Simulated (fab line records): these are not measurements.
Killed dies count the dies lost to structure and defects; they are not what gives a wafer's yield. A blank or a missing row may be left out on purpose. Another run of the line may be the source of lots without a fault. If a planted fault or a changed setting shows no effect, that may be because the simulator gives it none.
fab line records	flow n5Finfet
record lots=24	wafers=72	lastDay=18
route steps=1938 shown SD_EPI_P@329 SD_ACTIVATION@334 ILD0@338 SDB@358
lots untouched by any fault: they come from a run of this same line in which no faults occurred
startH: the number of hours between the record's first day and the start of the first shown wafer of the lot	waitH: hours elapsed since this lot's preceding step	" as in the row above	L1.1+2: several wafers, shown together as one row	- value missing, or start not given	* or withheld: withheld	< > ~ a bound
route shown NAME@n: NAME is a module with steps in the file, n the number in the route of the first one	usual: mean/standard deviation taken from wafers without a fault	same: alike in all rows	chamber/n: place in a boat	sites: readings site by site	_std_site: the values' standard deviation	_edge_site: outer sites' mean less inner sites'	radiusMm: how far each site lies from the wafer's centre	mask NAME#n: copy n	behind: the last tool/chamber to shape the wafer	hold: the reason the lot was held/the length of the hold in hours/how it ended	device: names the non-switching transistor (n, p or np)	end of line: the tests these same wafers got at the end of their route	where a step has no rows: the recipe by itself	killed: count of dies lost to structure and defects at first sort (not the wafer's yield)	map: a wafer's dies, marking killed ones x, the rest . and places with no die _
set.NAME: the setting as run; set.NAME@STEP: as run at that earlier step	model.NAME: the simulator's own value behind a step, which no gauge read
a sample of lots followed through the steps of the route, with each step as a table and each wafer as a row
services: the hour from which a tool's chamber was out of use, counted from the record's first day as startH (under 0 if before that day), plus the number of hours and why
## steps
# step N5_SD_EPI_P_INSPECT_26
# recipe inspectInstrument=darkfield	mode=postEpi
# usual rawDefectCount=165/34
lot.wafer	tool	chamber	startH	waitH	rawDefectCount
L074.1	defectInspect-01	-	57.70	0.0	163
L074.3	"	-	"	"	137
L074.4	"	-	"	"	137
L075.1	defectInspect-02	-	67.47	0.0	214
L075.4	"	-	"	"	165
L075.6	"	-	"	"	223
L076.4	defectInspect-02	-	68.17	0.0	151
L076.5	"	-	"	"	220
L076.6	"	-	"	"	170
L077.3	defectInspect-01	-	75.24	0.0	172
L077.5	"	-	"	"	185
L077.6	"	-	"	"	147
L078.1	defectInspect-01	-	84.29	0.0	206
L078.2	"	-	"	"	283
L078.3	"	-	"	"	186
L079.2	defectInspect-02	-	96.39	0.0	145
L079.4	"	-	"	"	166
L079.5	"	-	"	"	132
L080.1	defectInspect-01	-	98.59	0.0	191
L080.4	"	-	"	"	148
L080.5	"	-	"	"	172
L081.1	defectInspect-01	-	105.70	0.0	130
L081.2	"	-	"	"	147
L081.6	"	-	"	"	173
L082.1	defectInspect-01	-	106.05	0.0	150
L082.3	"	-	"	"	217
L082.4	"	-	"	"	197
L083.3	defectInspect-02	-	113.07	0.0	162
L083.5	"	-	"	"	132
L083.6	"	-	"	"	116
L084.1	defectInspect-02	-	120.67	0.0	190
L084.2	"	-	"	"	127
L084.5	"	-	"	"	148
L085.2	defectInspect-02	-	125.31	0.0	163
L085.4	"	-	"	"	195
L085.6	"	-	"	"	218
L086.3	defectInspect-02	-	129.00	0.0	153
L086.4	"	-	"	"	185
L086.6	"	-	"	"	196
L087.2	defectInspect-01	-	140.65	0.0	158
L087.4	"	-	"	"	144
L087.6	"	-	"	"	155
L088.2	defectInspect-01	-	141.20	0.0	161
L088.4	"	-	"	"	176
L088.6	"	-	"	"	148
L089.1	defectInspect-01	-	150.44	0.0	167
L089.3	"	-	"	"	118
L089.6	"	-	"	"	162
L090.2	defectInspect-01	-	152.65	0.0	172
L090.3	"	-	"	"	137
L090.5	"	-	"	"	146
L091.3	defectInspect-01	-	159.91	0.0	139
L091.4	"	-	"	"	114
L091.6	"	-	"	"	232
L092.2	defectInspect-01	-	166.29	0.0	144
L092.3	"	-	"	"	162
L092.5	"	-	"	"	138
L093.2	defectInspect-01	-	174.50	0.0	123
L093.5	"	-	"	"	153
L093.6	"	-	"	"	210
L094.2	defectInspect-02	-	177.71	0.0	201
L094.4	"	-	"	"	116
L094.5	"	-	"	"	114
L095.1	defectInspect-02	-	189.75	0.0	185
L095.2	"	-	"	"	134
L095.3	"	-	"	"	190
L096.3	defectInspect-02	-	190.86	0.0	236
L096.5	"	-	"	"	212
L096.6	"	-	"	"	172
L097.1	defectInspect-01	-	194.67	0.0	158
L097.3	"	-	"	"	142
L097.4	"	-	"	"	154
# step N5_SD_ACTIVATION_INSPECT_02
# recipe inspectInstrument=darkfield	mode=postAnneal
# usual rawDefectCount=165/34
lot.wafer	tool	chamber	startH	waitH	rawDefectCount
L074.1	defectInspect-02	-	58.46	0.2	164
L074.3	"	-	"	"	142
L074.4	"	-	"	"	137
L075.1	defectInspect-02	-	68.22	0.2	203
L075.4	"	-	"	"	182
L075.6	"	-	"	"	219
L076.4	defectInspect-02	-	68.92	0.1	157
L076.5	"	-	"	"	225
L076.6	"	-	"	"	188
L077.3	defectInspect-01	-	76.42	0.1	171
L077.5	"	-	"	"	186
L077.6	"	-	"	"	158
L078.1	defectInspect-01	-	85.05	0.2	215
L078.2	"	-	"	"	262
L078.3	"	-	"	"	186
L079.2	defectInspect-01	-	97.14	0.1	155
L079.4	"	-	"	"	162
L079.5	"	-	"	"	150
L080.1	defectInspect-02	-	99.34	0.2	195
L080.4	"	-	"	"	129
L080.5	"	-	"	"	184
L081.1	defectInspect-02	-	106.45	0.2	135
L081.2	"	-	"	"	152
L081.6	"	-	"	"	165
L082.1	defectInspect-02	-	106.88	0.2	141
L082.3	"	-	"	"	210
L082.4	"	-	"	"	197
L083.3	defectInspect-01	-	113.86	0.1	162
L083.5	"	-	"	"	135
L083.6	"	-	"	"	132
L084.1	defectInspect-02	-	121.44	0.2	190
L084.2	"	-	"	"	138
L084.5	"	-	"	"	144
L085.2	defectInspect-02	-	126.08	0.1	150
L085.4	"	-	"	"	199
L085.6	"	-	"	"	219
L086.3	defectInspect-02	-	129.77	0.1	151
L086.4	"	-	"	"	182
L086.6	"	-	"	"	188
L087.2	defectInspect-01	-	142.39	0.1	160
L087.4	"	-	"	"	137
L087.6	"	-	"	"	160
L088.2	defectInspect-01	-	142.57	0.1	161
L088.4	"	-	"	"	161
L088.6	"	-	"	"	147
L089.1	defectInspect-02	-	151.19	0.2	154
L089.3	"	-	"	"	114
L089.6	"	-	"	"	161
L090.2	defectInspect-02	-	153.57	0.1	167
L090.3	"	-	"	"	143
L090.5	"	-	"	"	124
L091.3	defectInspect-01	-	160.90	0.1	147
L091.4	"	-	"	"	123
L091.6	"	-	"	"	229
L092.2	defectInspect-02	-	167.13	0.1	143
L092.3	"	-	"	"	171
L092.5	"	-	"	"	154
L093.2	defectInspect-01	-	175.25	0.1	137
L093.5	"	-	"	"	152
L093.6	"	-	"	"	216
L094.2	defectInspect-02	-	178.79	0.1	184
L094.4	"	-	"	"	116
L094.5	"	-	"	"	104
L095.1	defectInspect-02	-	190.51	0.2	180
L095.2	"	-	"	"	137
L095.3	"	-	"	"	181
L096.3	defectInspect-01	-	191.63	0.1	226
L096.5	"	-	"	"	220
L096.6	"	-	"	"	192
L097.1	defectInspect-02	-	195.83	0.2	169
L097.3	"	-	"	"	141
L097.4	"	-	"	"	139
# step N5_ILD0_CMP_03
# recipe stopOn=SiNx	tOverpolishS=1.9	postCmpClean=alkalineBrush	downForcePsi=4.1491	platenRpm=51.796	padVelocityMS=1.0306	targetThkNm=197.38
# usual motorCurrentA=11.9/1.1	overpolishRunS=1.900/0.009	timeToEndpointS=70/4.2
lot.wafer	tool	chamber	startH	waitH	motorCurrentA	overpolishRunS	timeToEndpointS
L074.3	cmp-01	1	60.86	0.0	10.1	1.893	64
L074.4	"	2	"	"	12.5	1.894	70
L074.1	"	0	"	"	13.3	1.899	69
L075.1	cmp-04	0	70.95	0.0	13.1	1.895	68
L075.4	"	1	"	"	12.2	1.907	67
L075.6	"	0	"	"	13.4	1.908	72
L076.4	cmp-04	0	71.40	0.1	13.2	1.892	71
L076.5	"	3	"	"	12.9	1.895	64
L076.6	"	0	"	"	13.3	1.893	68
L077.3	cmp-01	0	78.93	0.1	13.7	1.903	72
L077.6	"	1	"	"	10.3	1.905	64
L077.5	"	2	"	"	12.2	1.911	75
L078.2	cmp-04	3	88.32	0.1	13.4	1.902	64
L078.1	"	0	"	"	13.3	1.904	69
L078.3	"	1	"	"	12.2	1.894	67
L079.4	cmp-01	2	99.72	0.0	12.7	1.921	77
L079.2	"	1	"	"	10.2	1.902	71
L079.5	"	2	"	"	12.8	1.892	77
L080.1	cmp-04	3	101.80	0.1	12.8	1.905	67
L080.4	"	0	"	"	12.7	1.895	70
L080.5	"	3	"	"	12.7	1.902	67
L081.1	cmp-03	3	108.87	0.0	12.6	1.903	73
L081.2	"	2	"	"	11.4	1.893	69
L081.6	"	3	"	"	13.0	1.897	72
L082.4	cmp-04	0	109.31	0.0	13.8	1.885	72
L082.1	"	1	"	"	12.7	1.886	67
L082.3	"	2	"	"	11.4	1.905	66
L083.3	cmp-03	1	116.26	0.0	11.6	1.896	72
L083.5	"	1	"	"	12.1	1.897	73
L083.6	"	2	"	"	11.4	1.891	75
L084.2	cmp-04	1	123.90	0.1	13.1	1.898	61
L084.1	"	2	"	"	11.2	1.896	65
L084.5	"	0	"	"	13.3	1.903	67
L085.4	cmp-01	0	128.54	0.0	13.6	1.900	71
L085.2	"	3	"	"	9.7	1.887	69
L085.6	"	0	"	"	13.3	1.906	73
L086.3	cmp-01	3	132.21	0.1	9.7	1.889	74
L086.4	"	0	"	"	13.2	1.894	79
L086.6	"	2	"	"	13.2	1.890	78
L087.2	cmp-04	1	144.79	0.0	12.3	1.890	66
L087.4	"	2	"	"	11.7	1.902	69
L087.6	"	2	"	"	11.9	1.898	65
L088.4	cmp-03	2	145.35	0.2	11.3	1.903	74
L088.2	"	3	"	"	12.6	1.900	74
L088.6	"	1	"	"	11.2	1.903	78
L089.3	cmp-01	2	153.68	0.1	11.9	1.909	74
L089.1	"	3	"	"	9.7	1.894	72
L089.6	"	1	"	"	10.2	1.902	71
L090.3	cmp-03	2	156.30	0.1	11.1	1.916	73
L090.2	"	3	"	"	13.4	1.890	72
L090.5	"	0	"	"	10.4	1.912	74
L091.3	cmp-03	3	163.33	0.1	13.1	1.894	74
L091.4	"	0	"	"	10.7	1.893	71
L091.6	"	3	"	"	13.2	1.898	74
L092.3	cmp-01	3	169.62	0.1	9.3	1.922	70
L092.2	"	0	"	"	13.0	1.892	76
L092.5	"	1	"	"	10.0	1.908	74
L093.2	cmp-04	1	177.65	0.0	11.9	1.910	70
L093.5	"	1	"	"	11.7	1.894	66
L093.6	"	2	"	"	11.1	1.905	69
L094.2	cmp-04	3	181.30	0.1	13.0	1.894	68
L094.4	"	0	"	"	12.7	1.897	75
L094.5	"	2	"	"	12.2	1.885	75
L095.3	cmp-04	3	193.48	0.1	12.9	1.896	70
L095.1	"	0	"	"	13.2	1.897	74
L095.2	"	1	"	"	12.4	1.901	72
L096.3	cmp-03	0	194.10	0.1	10.7	1.904	72
L096.5	"	2	"	"	11.3	1.906	69
L096.6	"	3	"	"	12.4	1.895	75
L097.4	cmp-01	3	198.98	0.0	10.0	1.906	65
L097.1	"	0	"	"	12.0	1.888	66
L097.3	"	1	"	"	9.8	1.905	63
# step N5_ILD0_THK_MEAS_08
# usual thkNm=139.6/1.3
lot.wafer	tool	chamber	startH	waitH	thkNm
L074.1	filmMetro-02	-	61.48	-	139.3
L074.3	"	-	"	"	138.0
L074.4	"	-	"	"	138.3
L075.1	filmMetro-02	-	71.57	-	140.8
L075.4	"	-	"	"	140.5
L075.6	"	-	"	"	140.1
L076.4	filmMetro-01	-	71.98	-	136.9
L076.5	"	-	"	"	138.6
L076.6	"	-	"	"	138.4
L077.3	filmMetro-02	-	79.44	-	139.5
L077.5	"	-	"	"	138.4
L077.6	"	-	"	"	139.4
L078.1	filmMetro-01	-	88.90	-	142.1
L078.2	"	-	"	"	141.4
L078.3	"	-	"	"	141.0
L079.2	filmMetro-01	-	100.34	-	138.7
L079.4	"	-	"	"	139.7
L079.5	"	-	"	"	140.6
L080.1	filmMetro-01	-	102.38	-	140.9
L080.4	"	-	"	"	138.3
L080.5	"	-	"	"	140.5
L081.1	filmMetro-02	-	109.48	-	141.1
L081.2	"	-	"	"	141.3
L081.6	"	-	"	"	142.2
L082.1	filmMetro-01	-	109.92	-	138.1
L082.3	"	-	"	"	138.8
L082.4	"	-	"	"	141.0
L083.3	filmMetro-02	-	116.88	-	137.9
L083.5	"	-	"	"	136.7
L083.6	"	-	"	"	138.9
L084.1	filmMetro-02	-	124.68	-	141.4
L084.2	"	-	"	"	140.4
L084.5	"	-	"	"	138.6
L085.2	filmMetro-01	-	129.17	-	140.1
L085.4	"	-	"	"	140.5
L085.6	"	-	"	"	141.1
L086.3	filmMetro-01	-	132.81	-	140.4
L086.4	"	-	"	"	140.8
L086.6	"	-	"	"	139.4
L087.2	filmMetro-02	-	145.41	-	137.6
L087.4	"	-	"	"	139.1
L087.6	"	-	"	"	138.5
L088.2	filmMetro-02	-	145.89	-	139.1
L088.4	"	-	"	"	138.2
L088.6	"	-	"	"	138.6
L089.1	filmMetro-01	-	154.26	-	139.4
L089.3	"	-	"	"	139.3
L089.6	"	-	"	"	140.0
L090.2	filmMetro-02	-	156.84	-	137.9
L090.3	"	-	"	"	140.2
L090.5	"	-	"	"	139.2
L091.3	filmMetro-01	-	163.92	-	137.5
L091.4	"	-	"	"	139.1
L091.6	"	-	"	"	138.0
L092.2	filmMetro-02	-	170.16	-	140.8
L092.3	"	-	"	"	139.0
L092.5	"	-	"	"	138.9
L093.2	filmMetro-01	-	178.27	-	139.0
L093.5	"	-	"	"	139.0
L093.6	"	-	"	"	140.1
L094.2	filmMetro-02	-	182.01	-	139.0
L094.4	"	-	"	"	138.8
L094.5	"	-	"	"	139.3
L095.1	filmMetro-02	-	194.06	-	139.4
L095.2	"	-	"	"	140.3
L095.3	"	-	"	"	140.3
L096.3	filmMetro-01	-	194.77	-	139.9
L096.5	"	-	"	"	140.0
L096.6	"	-	"	"	140.3
L097.1	filmMetro-02	-	199.59	-	138.6
L097.3	"	-	"	"	139.6
L097.4	"	-	"	"	136.8
# step N5_ILD0_INSPECT_06
# recipe inspectInstrument=darkfield	mode=postCmp
# usual rawDefectCount=36/19
lot.wafer	tool	chamber	startH	waitH	rawDefectCount
L074.1	defectInspect-02	-	64.72	0.0	39
L074.3	"	-	"	"	42
L074.4	"	-	"	"	40
L075.1	defectInspect-01	-	74.81	0.0	44
L075.4	"	-	"	"	31
L075.6	"	-	"	"	32
L076.4	defectInspect-02	-	75.22	0.0	16
L076.5	"	-	"	"	15
L076.6	"	-	"	"	14
L077.3	defectInspect-01	-	82.68	0.0	41
L077.5	"	-	"	"	55
L077.6	"	-	"	"	58
L078.1	defectInspect-02	-	92.13	0.0	109
L078.2	"	-	"	"	79
L078.3	"	-	"	"	70
L079.2	defectInspect-02	-	103.74	0.0	21
L079.4	"	-	"	"	21
L079.5	"	-	"	"	26
L080.1	defectInspect-02	-	105.65	0.0	15
L080.4	"	-	"	"	10
L080.5	"	-	"	"	16
L081.1	defectInspect-01	-	112.72	0.0	28
L081.2	"	-	"	"	24
L081.6	"	-	"	"	34
L082.1	defectInspect-02	-	113.16	0.0	26
L082.3	"	-	"	"	29
L082.4	"	-	"	"	23
L083.3	defectInspect-02	-	120.11	0.0	73
L083.5	"	-	"	"	44
L083.6	"	-	"	"	73
L084.1	defectInspect-02	-	127.96	0.0	52
L084.2	"	-	"	"	38
L084.5	"	-	"	"	33
L085.2	defectInspect-01	-	132.61	0.0	48
L085.4	"	-	"	"	68
L085.6	"	-	"	"	35
L086.3	defectInspect-02	-	136.05	0.0	19
L086.4	"	-	"	"	16
L086.6	"	-	"	"	13
L087.2	defectInspect-01	-	148.67	0.0	12
L087.4	"	-	"	"	19
L087.6	"	-	"	"	15
L088.2	defectInspect-01	-	149.28	0.0	22
L088.4	"	-	"	"	21
L088.6	"	-	"	"	13
L089.1	defectInspect-02	-	157.50	0.0	26
L089.3	"	-	"	"	19
L089.6	"	-	"	"	30
L090.2	defectInspect-02	-	160.08	0.0	36
L090.3	"	-	"	"	22
L090.5	"	-	"	"	10
L091.3	defectInspect-01	-	167.16	0.0	31
L091.4	"	-	"	"	40
L091.6	"	-	"	"	39
L092.2	defectInspect-01	-	174.07	0.0	22
L092.3	"	-	"	"	25
L092.5	"	-	"	"	13
L093.2	defectInspect-01	-	181.84	0.0	30
L093.5	"	-	"	"	75
L093.6	"	-	"	"	46
L094.2	defectInspect-01	-	185.49	0.0	23
L094.4	"	-	"	"	48
L094.5	"	-	"	"	31
L095.1	defectInspect-01	-	197.30	0.0	67
L095.2	"	-	"	"	40
L095.3	"	-	"	"	45
L096.3	defectInspect-02	-	198.01	0.0	52
L096.5	"	-	"	"	20
L096.6	"	-	"	"	47
L097.1	defectInspect-02	-	203.08	0.0	36
L097.3	"	-	"	"	49
L097.4	"	-	"	"	36
# step N5_SDB_INSPECT_13
# recipe mode=adi	inspectInstrument=brightfield
# usual rawDefectCount=82/32
lot.wafer	tool	chamber	startH	waitH	rawDefectCount
L074.1	defectInspect-01	-	65.26	0.0	70
L074.3	"	-	"	"	67
L074.4	"	-	"	"	115
L075.1	defectInspect-01	-	75.23	0.0	121
L075.4	"	-	"	"	121
L075.6	"	-	"	"	161
L076.4	defectInspect-01	-	75.66	0.0	50
L076.5	"	-	"	"	61
L076.6	"	-	"	"	49
L077.3	defectInspect-02	-	83.22	0.0	61
L077.5	"	-	"	"	74
L077.6	"	-	"	"	87
L078.1	defectInspect-01	-	92.68	0.0	86
L078.2	"	-	"	"	49
L078.3	"	-	"	"	71
L079.2	defectInspect-02	-	104.16	0.0	62
L079.4	"	-	"	"	84
L079.5	"	-	"	"	59
L080.1	defectInspect-02	-	106.07	0.0	101
L080.4	"	-	"	"	131
L080.5	"	-	"	"	118
L081.1	defectInspect-02	-	113.29	0.0	68
L081.2	"	-	"	"	71
L081.6	"	-	"	"	109
L082.1	defectInspect-01	-	113.70	0.0	86
L082.3	"	-	"	"	85
L082.4	"	-	"	"	48
L083.3	defectInspect-01	-	120.66	0.0	90
L083.5	"	-	"	"	112
L083.6	"	-	"	"	95
L084.1	defectInspect-01	-	128.50	0.0	93
L084.2	"	-	"	"	79
L084.5	"	-	"	"	92
L085.2	defectInspect-01	-	133.03	0.0	197
L085.4	"	-	"	"	143
L085.6	"	-	"	"	88
L086.3	defectInspect-02	-	136.60	0.0	52
L086.4	"	-	"	"	56
L086.6	"	-	"	"	43
L087.2	defectInspect-01	-	149.22	0.0	43
L087.4	"	-	"	"	65
L087.6	"	-	"	"	84
L088.2	defectInspect-02	-	149.83	0.0	74
L088.4	"	-	"	"	71
L088.6	"	-	"	"	84
L089.1	defectInspect-02	-	158.04	0.0	42
L089.3	"	-	"	"	74
L089.6	"	-	"	"	53
L090.2	defectInspect-02	-	160.62	0.0	83
L090.3	"	-	"	"	66
L090.5	"	-	"	"	52
L091.3	defectInspect-01	-	167.70	0.0	50
L091.4	"	-	"	"	41
L091.6	"	-	"	"	42
L092.2	defectInspect-02	-	174.49	0.0	76
L092.3	"	-	"	"	52
L092.5	"	-	"	"	84
L093.2	defectInspect-01	-	182.39	0.0	107
L093.5	"	-	"	"	163
L093.6	"	-	"	"	108
L094.2	defectInspect-01	-	186.06	0.0	86
L094.4	"	-	"	"	71
L094.5	"	-	"	"	120
L095.1	defectInspect-01	-	197.84	0.0	100
L095.2	"	-	"	"	53
L095.3	"	-	"	"	87
L096.3	defectInspect-01	-	198.56	0.0	84
L096.5	"	-	"	"	113
L096.6	"	-	"	"	64
L097.1	defectInspect-02	-	203.62	0.0	130
L097.3	"	-	"	"	166
L097.4	"	-	"	"	116
## services
tool	chamber	startH	hours	kind
cmp-03	-	46.79	4.0	pm
cmp-03	-	50.79	-	consumableReplace:conditioner
cmp-03	-	50.79	-	consumableReplace:pad
cmp-03	-	71.63	0.5	repair
cmp-01	-	91.66	2.6	repair
cmp-04	-	99.64	0.8	repair
cmp-01	-	121.50	1.7	repair
cmp-03	-	123.58	3.4	pm
cmp-04	-	124.09	4.0	pm
cmp-04	-	128.09	-	consumableReplace:conditioner
cmp-04	-	128.09	-	consumableReplace:pad
cmp-04	-	128.09	4.6	pm
cmp-04	-	147.72	1.7	repair
cmp-03	-	161.57	1.2	repair
cmp-01	-	165.58	2.2	repair
cmp-01	-	180.99	0.5	repair
cmp-01	-	191.15	4.0	pm
cmp-01	-	195.15	-	consumableReplace:conditioner
cmp-01	-	195.15	-	consumableReplace:pad
## key
fault none
